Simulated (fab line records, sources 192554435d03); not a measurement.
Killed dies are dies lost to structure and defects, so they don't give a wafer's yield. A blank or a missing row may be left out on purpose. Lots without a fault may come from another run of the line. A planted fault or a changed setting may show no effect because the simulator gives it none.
Chamber matching | flow n5_finfet | N5_BEOL_M8_PECVD_70 on pecvd-03: 3 sister chambers
The step deposits SiO2 from TEOS/O2, target thk 20 nm, time 22.7 s. 16 wafers are shown with their chamber, then 8 later ones without.

WAFERS WITH THEIR CHAMBER
wafer  | chamber | showerhead_plenum_p_Torr (Torr) | throttle_valve_pct (%) | heater_power_w (W)
L074.4 | 2       | 8.70                            | 21.5                   | 780
L074.5 | 1       | 8.76                            | 22.3                   | 618
L074.6 | 0       | 8.84                            | 21.5                   | 734
L077.1 | 1       | 8.78                            | 22.1                   | 675
L077.2 | 0       | 8.83                            | 21.2                   | 744
L077.5 | 1       | 8.76                            | 22.0                   | 701
L080.1 | 0       | 8.82                            | 21.4                   | 719
L080.4 | 0       | 8.86                            | 21.5                   | 696
L080.6 | 0       | 8.84                            | 21.4                   | 718
L082.2 | 2       | 8.69                            | 19.7                   | 697
L082.3 | 0       | 8.86                            | 21.6                   | 625
L082.6 | 1       | 8.75                            | 22.1                   | 739
L084.4 | 0       | 8.87                            | 21.6                   | 726
L084.5 | 1       | 8.77                            | 22.2                   | 702
L084.6 | 2       | 8.67                            | 19.6                   | 762
L086.1 | 2       | 8.67                            | 19.6                   | 729

SIGNATURES (means of the wafers above)
reading                  | chamber 0 | chamber 1 | chamber 2 | scatter within a chamber
showerhead_plenum_p_Torr | 8.8457    | 8.7640    | 8.6825    | 0.0156
throttle_valve_pct       | 21.457    | 22.140    | 20.100    | 0.463
heater_power_w           | 708.86    | 687.00    | 742.00    | 40.8
Rule: a wafer's distance from a chamber is the root of the sum, over the readings, of the square of ((its reading less the chamber's mean) divided by the reading's scatter). The wafer belongs to the nearest chamber; if the next one is less than 2 further off, it can't be placed. The scatter: the root of (the sum of the squares of (reading less its chamber's mean) over the shown wafers, divided by (wafers less chambers)).

WAFERS WITHOUT THEIR CHAMBER
wafer  | showerhead_plenum_p_Torr (Torr) | throttle_valve_pct (%) | heater_power_w (W)
L086.2 | 8.84                            | 21.8                   | 752
L086.6 | 8.78                            | 22.0                   | 721
L093.3 | 8.69                            | 19.6                   | 642
L093.4 | 8.67                            | 19.6                   | 643
L093.6 | 8.79                            | 22.0                   | 744
L097.2 | 8.86                            | 21.3                   | 733
L097.3 | 8.69                            | 19.6                   | 784
L097.6 | 8.84                            | 21.6                   | 740

WHICH CHAMBER EACH WENT THROUGH
wafer  | from the rows above     | in truth
L086.2 | 0                       | 0
L086.6 | 1                       | 1
L093.3 | 2                       | 2
L093.4 | 2                       | 2
L093.6 | can't be placed: 1 or 0 | 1
L097.2 | 0                       | 0
L097.3 | 2                       | 2
L097.6 | 0                       | 0
Placed correctly: 7 of 8. Can't be placed from these rows: 1 (the true chamber is among the candidates in 1). Placed wrongly: 0.
